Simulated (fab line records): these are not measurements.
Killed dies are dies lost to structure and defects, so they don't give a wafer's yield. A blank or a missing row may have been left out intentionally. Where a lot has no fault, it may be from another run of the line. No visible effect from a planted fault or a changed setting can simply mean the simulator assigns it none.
Split-lot experiment | flow n5-finfet | 7 lots, 21 wafers read, on a route of 1938 steps

== THE SPLIT ITSELF ==
At N5_HKMG_FIN_ETCH_32 (etches SOC in N2/H2, target depth 240 nm, time 300 s), the setting source-w was moved away from the recipe's 840 W on 8 of the 21 wafers read, by -12.8% to +15.8%. This setting was run at the recipe's value on the other wafers.

Reading taken at the split's own step.

== THE READING ==
rf-vpp-V, in V, at N5_HKMG_FIN_ETCH_32 (etches SOC in N2/H2, target depth 240 nm, time 300 s). Fault-free wafers of this fab line usually give 523.1 V, standard deviation 2.4 V.

wafer  | tool, chamber at the split | source-w as run, W | against the recipe | rf-vpp-V, V | against lot-mates on the recipe
L074.4 | rie-diel-01, 0             | 732.7              | -12.8%             | 552.0       | +28.7
L074.5 | rie-diel-01, 1             | 732.7              | -12.8%             | 545.4       | +22.1
L074.6 | rie-diel-01, 2             | 840                | recipe             | 523.3       | -
L081.1 | rie-diel-04, 3             | 732.1              | -12.8%             | 544.8       | +25.0
L081.5 | rie-diel-04, 3             | 840                | recipe             | 519.8       | -
L081.6 | rie-diel-04, 0             | 732.1              | -12.8%             | 549.7       | +29.9
L084.2 | rie-diel-01, 3             | 973                | +15.8%             | 497.7       | -26.5
L084.4 | rie-diel-01, 0             | 840                | recipe             | 525.6       | -
L084.6 | rie-diel-01, 3             | 840                | recipe             | 522.7       | -
L086.2 | rie-diel-01, 0             | 840                | recipe             | 526.4       | -
L086.3 | rie-diel-01, 2             | 840                | recipe             | 520.7       | -
L086.4 | rie-diel-01, 1             | 840                | recipe             | 521.9       | -
L088.2 | rie-diel-03, 0             | 880.9              | +4.9%              | 512.7       | no lot-mate on the recipe
L088.4 | rie-diel-03, 1             | 880.9              | +4.9%              | 515.8       | no lot-mate on the recipe
L088.6 | rie-diel-03, 2             | 880.9              | +4.9%              | 512.6       | no lot-mate on the recipe
L093.1 | rie-diel-01, 2             | 840                | recipe             | 520.5       | -
L093.2 | rie-diel-01, 3             | 840                | recipe             | 523.3       | -
L093.3 | rie-diel-01, 1             | 840                | recipe             | 522.8       | -
L094.2 | rie-diel-01, 3             | 840                | recipe             | 522.9       | -
L094.3 | rie-diel-01, 1             | 840                | recipe             | 521.9       | -
L094.4 | rie-diel-01, 0             | 840                | recipe             | 525.8       | -

THE FIT
A straight line over all 21 wafers: rf-vpp-V changes by -1.85 V for each +1% of source-w; r = -0.98; the points scatter about the line by 2.5 V.
The same after taking each lot's own level away (the mean of its wafers on the recipe; 18 wafers): -1.93 V for each +1%; r = -0.99; scatter 2.4 V.
According to that fit, moving source-w by its largest amount changes the reading by 31 V.
The lots' own levels span 519.80 to 524.15 V, that is 1.8 times the standard deviation above.
The two slopes are in agreement: the lot-to-lot level therefore moves the slope only a little.
Check: -32.7 V against its lot-mates is what the line predicts for one of the wafers moved furthest among these (+15.8%) when that wafer is left out of the fit. Against them it came out at -26.5 V.
Tool readings at the split's step, against how far the setting was moved: rf-vpp-V r = -0.98.

== ADDITIONAL SPLITS CARRIED BY THESE WAFERS ==
Other splits were also applied to these wafers ahead of the reading. Each is held against what the fit with the lots' levels taken away leaves over:
other split on the same wafers | wafers away from the commonest value | r with rf-vpp-V (lot level and that fit taken away)
N5_FIN_CUT_COAT_19 time-s      | 5                                    | +0.09
N5_DUMMY_GATE_COAT_28 spin-rpm | 8                                    | +0.16
N5_SD_EPI_P_EXPOSE_06 dose-mj  | 7                                    | -0.01
N5_ILD0_PRECLEAN_10 time-s     | 7                                    | -0.06

== THE WHOLE CHAIN: every reading that the file lists as answering this split, in the file's order ==
step                | what it does                                         | reading                                                                    | change (the file's fit)              | r (the file's)
N5_HKMG_FIN_ETCH_32 | etches SOC in N2/H2, target depth 240 nm, time 300 s | rf-vpp-V                                                                   | -1.89 V for each +1% of the setting  | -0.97
N5_HKMG_FIN_ETCH_32 | etches SOC in N2/H2, target depth 240 nm, time 300 s | etch.depth-nm (the simulator's own value, which no gauge read)             | +2.23 nm for each +1% of the setting | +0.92
N5_HKMG_FIN_ETCH_32 | etches SOC in N2/H2, target depth 240 nm, time 300 s | HKMG_FIN.feature-depth-nm (the simulator's own value, which no gauge read) | +2.23 nm for each +1% of the setting | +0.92

== THE FILE'S OWN FIT ==
rf-vpp-V changes by -1.89 V for each +1% of source-w, r = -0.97.
